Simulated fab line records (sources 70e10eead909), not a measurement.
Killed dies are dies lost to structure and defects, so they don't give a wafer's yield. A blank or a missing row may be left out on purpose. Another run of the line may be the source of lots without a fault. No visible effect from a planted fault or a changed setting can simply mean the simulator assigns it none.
The tool behind it: which one? / flow nand_harc / 6 lots with 16 wafers sampled at 5 steps, on a route of 1302 steps

## WHAT EACH GAUGE READ, for each wafer
NHARC_END_SORT_01.
lot / measured / on / defect_limited_yield (%)

## WHAT TOOL EACH LOT RAN ON (gives the tool, then ch and the chambers of the sampled wafers, and finally the start)
lot=L679; NHARC_P_CONTACT_ETCH_31=rie_diel-07 ch 1,2, day 6 11:29 or earlier; NHARC_P_CONTACT_CMP_24=cmp-01 ch 0,2,3, day 6 11:29; NHARC_P_M0_STRIP_18=rie_diel-05 ch 0,1,2, day 6 13:31; NHARC_P_M0_PVD_20=pvd_sputter-03, day 6 14:10
lot=L685; NHARC_P_CONTACT_ETCH_31=rie_diel-11 ch 1, day 8 17:42 or earlier; NHARC_P_CONTACT_CMP_24=cmp-02 ch 2, day 8 17:42; NHARC_P_M0_STRIP_18=rie_diel-04 ch 2, day 8 19:36; NHARC_P_M0_PVD_20=pvd_sputter-03, day 8 20:11
lot=L694; NHARC_P_CONTACT_ETCH_31=rie_diel-07 ch 0,1, day 13 00:31 or earlier; NHARC_P_CONTACT_CMP_24=cmp-03 ch 0,2,3, day 13 00:31; NHARC_P_M0_STRIP_18=rie_diel-04 ch 1,2, day 13 02:22; NHARC_P_M0_PVD_20=pvd_sputter-01, day 13 03:02
lot=L696; NHARC_P_CONTACT_ETCH_31=rie_diel-11 ch 0,2,3, day 13 22:29 or earlier; NHARC_P_CONTACT_CMP_24=cmp-02 ch 0,1, day 13 22:29; NHARC_P_M0_STRIP_18=rie_diel-03 ch 1,2, day 14 00:21; NHARC_P_M0_PVD_20=pvd_sputter-02, day 14 01:01
lot=L698; NHARC_P_CONTACT_ETCH_31=rie_diel-07 ch 0,3, day 14 12:59 or earlier; NHARC_P_CONTACT_CMP_24=cmp-01 ch 1,3, day 14 12:59; NHARC_P_M0_STRIP_18=rie_diel-05 ch 0,1, day 14 14:44; NHARC_P_M0_PVD_20=pvd_sputter-01, day 14 15:24
lot=L700; NHARC_P_CONTACT_ETCH_31=rie_diel-07 ch 0,2,3, day 14 22:34 or earlier; NHARC_P_CONTACT_CMP_24=cmp-03 ch 0,1,2, day 14 22:34; NHARC_P_M0_STRIP_18=rie_diel-05 ch 0,2,3, day 15 00:35; NHARC_P_M0_PVD_20=pvd_sputter-02, day 15 01:13
- NHARC_P_CONTACT_ETCH_31: etches the open film in CH3F/O2, target depth 30 nm, time 85.7 s.
- NHARC_P_CONTACT_CMP_24: polishes, t overpolish 30 s, target thk 200 nm.
- NHARC_P_M0_STRIP_18: strips in N2/H2.
- NHARC_P_M0_PVD_20: deposits TaN, target thk 5 nm, time 8.06 s.

## THE ANSWER, worked out from the rows above alone
Rule: what is usual is taken from the lots themselves. The widest of any qualifying gaps counts: lots, ordered by their means at a reading, are off when they make up no more than a third of the lots, leave a main group of 4 or more, and stand apart from it by 3 or more times the standard deviation of that group's means. A main group whose means are all the same, to the digits that the tables above print for the reading, isn't used. A lot without any number at a reading at which 4 lots or more have one is off too. All remaining lots with rows at the step are treated as sound.
Across all readings shown, no lot is off: no conclusion can be drawn from this.

## WHAT THE SIMULATOR PUT IN
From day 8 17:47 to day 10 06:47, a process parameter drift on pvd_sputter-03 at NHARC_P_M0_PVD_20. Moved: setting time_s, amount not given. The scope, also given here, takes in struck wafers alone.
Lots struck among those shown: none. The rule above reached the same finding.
